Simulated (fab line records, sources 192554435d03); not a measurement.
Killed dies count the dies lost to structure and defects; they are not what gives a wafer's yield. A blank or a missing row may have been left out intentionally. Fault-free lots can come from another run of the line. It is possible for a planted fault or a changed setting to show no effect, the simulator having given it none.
A lot that was struck, set against a sound lot ; flow n5_finfet ; 38 steps out of a route of 1938
Sound: these wafers, L646.1, L646.3, L646.4. Struck: wafers L657.4, L657.5, L657.6. The cause is named last.
Each step with rows lists, per side, the tool, then ch with its chambers, then its first start. Under that, the readings that differ: sound wafers ; struck wafers ; difference of the means ; sigmas: that difference in standard deviations of wafers without a fault.
alike: readings whose means differ by less than 2 such deviations, and words and numbers that are the same on both sides. not compared: withheld readings, readings that some wafer has no value for, bounds like >300 that may hide the same value, and numbers for which the record gives no deviation and whose values overlap.
Wherever a step has rows on one side only, a row that says differs or no value, or a row with sigmas, the two part there. When numbers do not overlap yet have no deviation, they are printed without sigmas and do not part them. A reading that every wafer of one side lacks parts them only if that side has two wafers or more.

first, 9 steps without rows for these wafers: N5_FIN_SAQP_EXPOSE_13 (exposes mask FIN CORE, target cd 35.6 nm); N5_FIN_SAQP_PEB_14 (peb time 60 s); N5_FIN_SAQP_DEVELOP_15 (develop time 30 s); N5_FIN_SAQP_DESCUM_21 (chemistry O2, time 7.9 s); N5_FIN_SAQP_ETCH_51 (etches SiARC in CF4, target depth 45.5 nm, time 75.8 s); N5_FIN_SAQP_ETCH_52 (etches SOC in N2/H2, target depth 100 nm, overetch 20 nm, time 150 s); N5_FIN_SAQP_STRIP_53 (strips in N2/H2); N5_FIN_SAQP_HM_OPEN_73 (chemistry CHF3/O2, target SiO2, stops on a-Si, target depth 12 nm, time 16.8 s); N5_FIN_SAQP_STRIP_74 (strips in CHF3/O2).
N5_FIN_SAQP_MANDREL_ETCH_22: etches a-Si in HBr/Cl2, stops on SiNx, target depth 60 nm, bt time 10 s, time 30 s.
  sound on rie_si-02 ch 0,1,2, day 2 03:54; struck on rie_si-02 ch 1,2,3, day 4 23:11
reading;sound;struck;difference;sigmas
oes_product_au (a.u.);0.763 0.748 0.762;0.698 0.684 0.696;-0.065;-4
model.SOC_of_FIN_SAQP_COAT_49.thk_nm (nm);76.78 77.09 76.49;86.37 85.97 86.59;+9.52;
model.etch.depth_nm (nm);58.89 58.67 59.63;50.25 51.65 51.14;-8.05;
  alike: drypump_motor_current_A, throttle_valve_pct
  not compared: rf_hours_counter_h
then, 5 steps without rows for these wafers: N5_FIN_SAQP_STRIP_55 (strips in N2/H2); N5_FIN_SAQP_STRIP_23 (strips in SPM, time 750 s); N5_FIN_SAQP_SRD_66 (time 30 s); N5_FIN_SAQP_RECESS_75 (chemistry HF/NH3, target SiO2, target depth 14.4 nm, afs cycles 3, sublimation time 60 s); N5_FIN_SAQP_SPACER1_ALD_24 (deposits SiO2, target thk 20.3 nm, pulse time 1 s, purge time 2 s).
N5_FIN_SAQP_SPACER1_ETCHBACK_25: etches SiO2 in CHF3/O2, target depth 24.4 nm, time 12.2 s.
  sound on rie_diel-06 ch 0,2,3, day 2 05:28; struck on rie_diel-02 ch 1,2,3, day 5 01:32
reading;sound;struck;difference;sigmas
oes_product_au (a.u.);0.70 0.78 0.69;0.30 0.26 0.28;-0.44;-5
  alike: CHF3_flow_sccm, drypump_motor_current_A, oes_f_703_au, oes_o_777_au, rf_vpp_V, showerhead_plenum_p_Torr, throttle_valve_pct
  not compared: rf_hours_counter_h
then, 19 steps without rows for these wafers: N5_FIN_SAQP_MANDREL1_REMOVE_56 (chemistry HBr/Cl2/O2, target a-Si, stops on SiNx, bt time 10 s); N5_FIN_SAQP_ETCH_57 (etches SiNx in CH3F/O2, target depth 32.5 nm, time 46.4 s); N5_FIN_SAQP_ETCH_65 (etches SiO2 in CF4, target depth 4 nm, time 4.4 s); N5_FIN_SAQP_MANDREL_ETCH_58 (etches a-Si in HBr/Cl2, stops on SiNx, target depth 45 nm, bt time 10 s, time 27 s); N5_FIN_SAQP_RECESS_63 (chemistry HF/NH3, target SiO2, target depth 18 nm, afs cycles 3, sublimation time 60 s); N5_FIN_SAQP_COAT_68 (time 60 s, resist thk 100 nm); N5_FIN_SAQP_ETCH_69 (etches SOC in N2/H2, stops on SiNx, target depth 150 nm); N5_FIN_SAQP_ETCH_67 (etches SiNx in CH3F/O2, target depth 30 nm); N5_FIN_SAQP_STRIP_70 (strips in N2/H2); N5_FIN_SAQP_RECESS_71 (chemistry HF/NH3, target SiO2, target depth 3 nm, afs cycles 1, sublimation time 60 s); N5_FIN_SAQP_SPACER2_ALD_28 (deposits SiO2, target thk 8.1 nm, pulse time 1 s, purge time 2 s); N5_FIN_SAQP_SPACER2_ETCHBACK_29 (etches SiO2 in CHF3/O2, target depth 12.2 nm, time 6.1 s); N5_FIN_SAQP_MANDREL2_REMOVE_60 (chemistry HBr/Cl2/O2, target a-Si, stops on SiNx, bt time 10 s); N5_FIN_SAQP_HM_OPEN_33 (chemistry CH3F/O2, target SiNx, target depth 49.4 nm, time 70.6 s); N5_FIN_SAQP_ETCH_34 (etches SiO2 in C4F6/O2, target depth 45 nm, time 15 s); N5_FIN_SAQP_STRIP_77 (strips in N2/H2, time 90 s); N5_FIN_SAQP_ETCH_64 (etches SiO2 in CF4, target depth 1.5 nm); N5_FIN_SAQP_FIN_ETCH_36 (etches the open film in HBr/Cl2/O2, target depth 120 nm, time 50.4 s); N5_FIN_SAQP_PRECLEAN_38 (cleans in O3/DIW, time 45 s).
N5_FIN_SAQP_INSPECT_40: inspects for defects (brightfield).
  struck on defect_inspect-02, day 5 04:35; sound on defect_inspect-02, day 2 07:56
reading;sound;struck;difference;sigmas
raw_defect_count;244 185 242;1866 1867 1894;+1652;+20
N5_BEOL_M4_RC_MEAS_101:
  the record has rows for the sound wafers here (prober-02 ch 0, day 9 04:22) and none for the struck ones
-- record jumps: 11 days separate the struck wafers' starts on either side; left off in module BEOL_M4, taken up again in module PASSIVATION, whose first shown step is the route's number 1936 --
N5_PASSIVATION_PROBE_49:
  struck on prober-01, day 16 05:46; sound on prober-02, day 13 19:44
reading;sound;struck;difference;sigmas
defect_limited_yield (%);92.1 91.9 90.4;0 0 0;-91;-65
killed_at_front_end;28 45 45;1117 1084 1113;+1065;+99 or more
killed_dies;93 96 113;1180 1180 1180;+1079;+67
killed_on_rim;12 10 13;152 152 152;+140;+35
sort_bin_5_function (%);4.5 4.4 5.5;97.0 95.6 95.5;+91.2;+99 or more
sort_n_pass;1087 1084 1067;0 0 0;-1079;-63
sort_yield_pct (%);92.1 91.9 90.4;0 0 0;-91;-65
  alike: killed_at_M0_to_M3, killed_at_M4_up, killed_at_contacts, killed_at_other, killed_open, killed_short, sort_bin_6_memory

## WHERE THEY PART
First at N5_FIN_SAQP_MANDREL_ETCH_22; last, within this record, at N5_PASSIVATION_PROBE_49.

WHY: what had been put in by the simulator
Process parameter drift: rie_si-02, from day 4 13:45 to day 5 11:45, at N5_FIN_SAQP_MANDREL_ETCH_22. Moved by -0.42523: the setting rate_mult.
